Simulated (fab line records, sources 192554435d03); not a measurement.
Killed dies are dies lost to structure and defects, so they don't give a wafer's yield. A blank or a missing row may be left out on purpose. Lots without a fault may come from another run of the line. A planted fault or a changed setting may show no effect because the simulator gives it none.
Which tool did it? | flow n5_finfet | 11 lots, 33 wafers sampled, at 5 steps of a route of 1938

WHAT THE GAUGES READ, wafer by wafer
N5_BEOL_M4_RC_MEAS_101. Usual: DIBL_N 36.0 mV/V, standard deviation 1.9; DIBL_P 35.6 mV/V, standard deviation 2.2; IOFF_N 0.15 nA/um, standard deviation 0.031; IOFF_P 0.19 nA/um, standard deviation 0.032; ION_N 668 uA/um, standard deviation 11; ION_P 455 uA/um, standard deviation 7.2; SS_N 71.5 mV/dec, standard deviation 0.65; SS_P 73.4 mV/dec, standard deviation 0.64; VT_N 251 mV, standard deviation 3.6; VT_P -253 mV, standard deviation 3.3.
lot  | measured     | on        | DIBL_N (mV/V)  | DIBL_P (mV/V)  | IOFF_N (nA/um) | IOFF_P (nA/um) | ION_N (uA/um) | ION_P (uA/um) | SS_N (mV/dec)  | SS_P (mV/dec)  | VT_N (mV)   | VT_P (mV)      | flag
L767 | day 8 22:11  | prober-01 | 36.4 35.7 37.5 | 35.6 34.2 36.3 | 0.15 0.14 0.17 | 0.21 0.19 0.22 | 671 664 675   | 461 460 457   | 70.7 70.1 71.0 | 73.6 73.3 73.7 | 249 251 250 | -249 -251 -250 |
L768 | day 9 01:53  | prober-02 | 35.0 35.1 36.2 | 34.2 34.4 36.1 | 0.11 0.12 0.13 | 0.14 0.14 0.16 | 661 658 669   | 445 444 453   | 72.1 71.0 71.8 | 72.7 72.9 73.5 | 258 254 252 | -259 -256 -258 |
L772 | day 11 01:40 | prober-02 | 33.2 38.8 34.7 | 32.0 39.7 34.8 | 0.11 0.21 0.13 | 0.14 0.25 0.18 | 649 672 658   | 441 453 454   | 72.3 73.0 71.3 | 71.9 73.9 73.4 | 260 246 255 | -256 -249 -252 |
L773 | day 11 01:13 | prober-01 | 37.8 38.2 36.1 | 38.5 39.4 37.7 | 0.18 0.19 0.16 | 0.21 0.23 0.21 | 682 678 677   | 457 459 466   | 72.4 72.5 71.5 | 73.8 73.5 73.6 | 249 249 248 | -252 -253 -252 |
L774 | day 11 06:08 | prober-01 | 35.6 35.2 37.1 | 33.8 34.4 36.4 | 0.12 0.12 0.16 | 0.16 0.16 0.20 | 663 653 662   | 451 453 452   | 71.1 70.9 71.8 | 72.4 73.9 73.0 | 253 254 251 | -256 -254 -253 |
L780 | day 13 16:12 | prober-02 | 36.9 36.6 38.0 | 37.9 38.0 38.5 | 0.18 0.16 0.20 | 0.21 0.20 0.22 | 683 668 685   | 459 453 461   | 71.5 71.7 71.9 | 73.2 73.3 74.0 | 246 252 247 | -253 -250 -250 |
L781 | day 13 09:55 | prober-02 | 38.4 37.1 35.3 | 38.4 36.7 34.2 | 0.19 0.15 0.12 | 0.22 0.20 0.16 | 677 670 670   | 462 460 461   | 70.7 71.2 70.6 | 74.3 72.8 72.8 | 246 252 252 | -246 -250 -255 |
L783 | day 13 20:47 | prober-01 | 34.9 35.5 33.6 | 35.3 36.0 34.6 | 0.14 0.15 0.13 | 0.18 0.20 0.18 | 667 662 667   | 454 450 461   | 71.1 71.2 71.0 | 73.0 73.4 73.0 | 251 249 251 | -253 -248 -252 |
L784 | day 14 10:49 | prober-01 | 38.0 36.8 38.8 | 36.6 34.7 37.1 | 0.17 0.14 0.18 | 0.21 0.18 0.21 | 677 666 683   | 463 459 461   | 70.9 71.3 72.0 | 74.0 73.7 73.4 | 249 248 248 | -251 -253 -250 |
L789 | day 14 21:43 | prober-02 | 33.1 34.7 34.6 | 33.5 35.8 37.0 | 0.11 0.13 0.14 | 0.13 0.16 0.17 | 662 666 665   | 444 443 449   | 70.6 71.6 71.9 | 72.9 73.6 74.3 | 259 255 252 | -262 -262 -259 |
L790 | day 16 01:31 | prober-01 | 34.9 34.3 37.0 | 33.6 33.6 36.7 | 0.13 0.12 0.16 | 0.17 0.18 0.24 | 671 653 684   | 460 451 469   | 71.2 70.9 71.4 | 73.1 73.2 74.6 | 250 254 248 | -252 -253 -246 |

WHICH TOOL RAN EACH LOT (tool, then ch and the chambers of the sampled wafers, then the start)
lot  | N5_BEOL_M1_SPUTTER_81        | N5_BEOL_M1_SPUTTER_86        | N5_BEOL_M1_SPUTTER_92        | N5_BEOL_M2_ILD_DEP_00
L767 | pvd_sputter-02, day 6 11:39  | pvd_sputter-02, day 6 11:52  | pvd_sputter-02, day 6 12:32  | pecvd-02 ch 0,2, day 6 14:09
L768 | pvd_sputter-03, day 6 14:49  | pvd_sputter-03, day 6 15:02  | pvd_sputter-03, day 6 15:42  | pecvd-04 ch 0,1, day 6 18:10
L772 | pvd_sputter-03, day 7 18:38  | pvd_sputter-03, day 7 18:51  | pvd_sputter-03, day 7 19:31  | pecvd-02 ch 0,1, day 7 21:05
L773 | pvd_sputter-02, day 8 00:55  | pvd_sputter-02, day 8 01:08  | pvd_sputter-02, day 8 01:47  | pecvd-02 ch 0,1, day 8 03:22
L774 | pvd_sputter-03, day 8 03:03  | pvd_sputter-03, day 8 03:16  | pvd_sputter-03, day 8 03:56  | pecvd-02 ch 0,1, day 8 05:29
L780 | pvd_sputter-02, day 10 21:46 | pvd_sputter-02, day 10 21:59 | pvd_sputter-02, day 10 22:38 | pecvd-04 ch 0,1, day 11 00:20
L781 | pvd_sputter-01, day 11 01:41 | pvd_sputter-01, day 11 01:55 | pvd_sputter-01, day 11 02:34 | pecvd-04 ch 0,1, day 11 04:09
L783 | pvd_sputter-03, day 11 06:53 | pvd_sputter-03, day 11 07:07 | pvd_sputter-03, day 11 07:46 | pecvd-01 ch 0,1,2, day 11 09:21
L784 | pvd_sputter-01, day 11 18:23 | pvd_sputter-01, day 11 18:36 | pvd_sputter-01, day 11 19:16 | pecvd-01 ch 0,2, day 11 20:49
L789 | pvd_sputter-02, day 12 03:37 | pvd_sputter-02, day 12 03:50 | pvd_sputter-02, day 12 04:29 | pecvd-04 ch 0,2, day 12 06:04
L790 | pvd_sputter-02, day 12 10:18 | pvd_sputter-02, day 12 10:31 | pvd_sputter-02, day 12 11:11 | pecvd-04 ch 0,1,2, day 12 12:44
- N5_BEOL_M1_SPUTTER_81: material Cu, target thk 4.5 nm, time 8.29 s.
- N5_BEOL_M1_SPUTTER_86: material Cu, target thk 4.5 nm, time 8.29 s.
- N5_BEOL_M1_SPUTTER_92: material Cu, target thk 4.5 nm, time 8.29 s.
- N5_BEOL_M2_ILD_DEP_00: deposits SiOC from DEMS/O2, target thk 79 nm, time 15.3 s.

WHAT THE TOOLS THEMSELVES READ (means of the sampled wafers that have a number; where no wafer has one, the mark that the record gives instead)
N5_BEOL_M1_SPUTTER_81. Usual: chuck_gas_flow_sccm 1.26 sccm, standard deviation 0.052; throttle_valve_pct 29.7 %, standard deviation 0.61.
lot  | tool           | chuck_gas_flow_sccm (sccm) | throttle_valve_pct (%) | flag
L767 | pvd_sputter-02 | 1.23                       | 29.6                   |
L768 | pvd_sputter-03 | 1.21                       | 29.5                   |
L772 | pvd_sputter-03 | 1.23                       | 29.9                   |
L773 | pvd_sputter-02 | 1.24                       | 29.9                   |
L774 | pvd_sputter-03 | 1.27                       | 30.2                   |
L780 | pvd_sputter-02 | 1.23                       | 30.0                   |
L781 | pvd_sputter-01 | 1.24                       | 29.8                   |
L783 | pvd_sputter-03 | 1.22                       | 29.5                   |
L784 | pvd_sputter-01 | 1.26                       | 30.4                   |
L789 | pvd_sputter-02 | 1.24                       | 29.6                   |
L790 | pvd_sputter-02 | 1.29                       | 30.0                   |

N5_BEOL_M1_SPUTTER_86. Usual: chuck_gas_flow_sccm 1.26 sccm, standard deviation 0.052; throttle_valve_pct 29.7 %, standard deviation 0.62.
lot  | tool           | chuck_gas_flow_sccm (sccm) | throttle_valve_pct (%) | flag
L767 | pvd_sputter-02 | 1.29                       | 29.8                   |
L768 | pvd_sputter-03 | 1.24                       | 29.4                   |
L772 | pvd_sputter-03 | 1.26                       | 29.9                   |
L773 | pvd_sputter-02 | 1.26                       | 29.9                   |
L774 | pvd_sputter-03 | 1.26                       | 30.5                   |
L780 | pvd_sputter-02 | 1.29                       | 30.1                   |
L781 | pvd_sputter-01 | 1.25                       | 29.8                   |
L783 | pvd_sputter-03 | 1.24                       | 29.4                   |
L784 | pvd_sputter-01 | 1.30                       | 30.6                   |
L789 | pvd_sputter-02 | 1.29                       | 29.5                   |
L790 | pvd_sputter-02 | 1.28                       | 30.0                   |

N5_BEOL_M1_SPUTTER_92. Usual: chuck_gas_flow_sccm 1.25 sccm, standard deviation 0.05; throttle_valve_pct 29.7 %, standard deviation 0.6.
lot  | tool           | chuck_gas_flow_sccm (sccm) | throttle_valve_pct (%) | flag
L767 | pvd_sputter-02 | 1.24                       | 29.7                   |
L768 | pvd_sputter-03 | 1.25                       | 29.4                   |
L772 | pvd_sputter-03 | 1.27                       | 30.0                   |
L773 | pvd_sputter-02 | 1.22                       | 29.9                   |
L774 | pvd_sputter-03 | 1.32                       | 30.3                   |
L780 | pvd_sputter-02 | 1.25                       | 29.9                   |
L781 | pvd_sputter-01 | 1.22                       | 29.8                   |
L783 | pvd_sputter-03 | 1.28                       | 29.4                   |
L784 | pvd_sputter-01 | 1.30                       | 30.5                   |
L789 | pvd_sputter-02 | 1.26                       | 29.7                   |
L790 | pvd_sputter-02 | 1.24                       | 30.0                   |

N5_BEOL_M2_ILD_DEP_00. Usual: heater_power_w 514 W, standard deviation 80; showerhead_plenum_p_Torr 5.691 Torr, standard deviation 0.016; susceptor_temp_C 349.99 C, standard deviation 0.2; throttle_valve_pct 12.3 %, standard deviation 0.69.
lot  | tool     | heater_power_w (W) | showerhead_plenum_p_Torr (Torr) | susceptor_temp_C (C) | throttle_valve_pct (%) | flag
L767 | pecvd-02 | 577                | 5.693                           | 350.00               | 11.5                   |
L768 | pecvd-04 | 488                | 5.697                           | 349.93               | 12.4                   |
L772 | pecvd-02 | 492                | 5.711                           | 348.51               | 12.6                   | OFF
L773 | pecvd-02 | 449                | 5.695                           | 348.59               | 12.4                   | OFF
L774 | pecvd-02 | 467                | 5.699                           | 348.32               | 12.4                   | OFF
L780 | pecvd-04 | 441                | 5.691                           | 350.05               | 12.5                   |
L781 | pecvd-04 | 485                | 5.684                           | 350.17               | 12.9                   |
L783 | pecvd-01 | 554                | 5.688                           | 349.76               | 11.7                   |
L784 | pecvd-01 | 579                | 5.682                           | 350.08               | 12.1                   |
L789 | pecvd-04 | 545                | 5.675                           | 349.92               | 11.7                   |
L790 | pecvd-04 | 467                | 5.689                           | 349.99               | 12.3                   |

THE ANSWER, worked out from the rows above alone
Rule: a lot is off if the mean of its wafers that have a number lies more than 3 standard deviations from the usual mean. A lot without any number at a reading at which 4 lots or more have one is off too. The other lots that the step has rows for count as sound. The gauges are gone through in route order, then the tools' own readings, and for those a lot's mean is taken as printed above. The first step at which some lot is off is used, and at that step the reading that is off furthest; a lot without a number counts as furthest.
Off: L772, L773, L774, at N5_BEOL_M2_ILD_DEP_00 (susceptor_temp_C).
A tool fits if, at that step or a process step before it, it ran every lot that is off, and no sound lot after the first of them. One fits: pecvd-02 at N5_BEOL_M2_ILD_DEP_00. Its last sound lot is L767 (day 6 14:09), its first lot that is off L772 (day 7 21:05): a fault that began between those two fits.
The tool's own readings at N5_BEOL_M2_ILD_DEP_00 bear it out: on the lots that are off they differ by more than 5 times the standard deviation of the sound lots' means. susceptor_temp_C reads 348.47 C there against 349.99 C on the sound lots.

WHAT THE SIMULATOR HAD PUT IN
Process parameter drift: pecvd-02, from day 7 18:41 on, at N5_BEOL_M2_ILD_DEP_00. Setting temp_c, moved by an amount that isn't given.
Lots struck among those shown: L773, L772, L774. The rule above found the same.
